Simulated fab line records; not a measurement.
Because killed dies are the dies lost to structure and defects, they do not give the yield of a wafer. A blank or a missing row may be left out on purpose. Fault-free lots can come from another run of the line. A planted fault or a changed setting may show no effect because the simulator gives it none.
Chamber matching -- flow n5 finfet -- N5_BEOL_M7_PECVD_70 on pecvd-02 has 3 sister chambers
The step deposits SiO2 from TEOS/O2, target thk 20 nm, time 22.7 s. 3 wafers are shown with their chamber, then 10 later ones without.

## EACH WAFER AND ITS CHAMBER
wafer,chamber,showerhead plenum p Torr (Torr)
L082.6,1,8.67
L085.3,2,8.81
L086.4,0,8.78

## WAFERS WHOSE CHAMBER IS MISSING
wafer,showerhead plenum p Torr (Torr)
L086.5,8.78
L092.4,8.65
L092.5,8.75
L092.6,8.80
L096.3,8.80
L096.4,8.67
L096.6,8.76
L097.2,8.68
L097.3,8.77
L097.5,8.81

## WHICH CHAMBER EACH WENT THROUGH
wafer,from the rows above,in truth
L086.5,0,0
L092.4,1,1
L092.5,0,0
L092.6,can't be placed: 2 or 0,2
L096.3,can't be placed: 2 or 0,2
L096.4,1,1
L096.6,0,0
L097.2,1,1
L097.3,0,0
L097.5,2,2
Placed correctly: 8 of 10. Can't be placed from these rows: 2 (the true chamber is among the candidates in 2). Wrongly placed: 0.
How it was worked out, from the rows above alone: a wafer's distance from a chamber is the root of the sum, over the readings, of the square of ((its reading less the chamber's mean) divided by the reading's scatter). If the next closest chamber is less than 2 further off than the closest, the wafer can't be placed; otherwise it belongs to the closest. For every chamber, the mean is computed from those of its wafers that are shown. The scatter (one wafer shown for each chamber): square how far every hidden wafer sits from the nearest shown wafer, average those squares and take the square root.
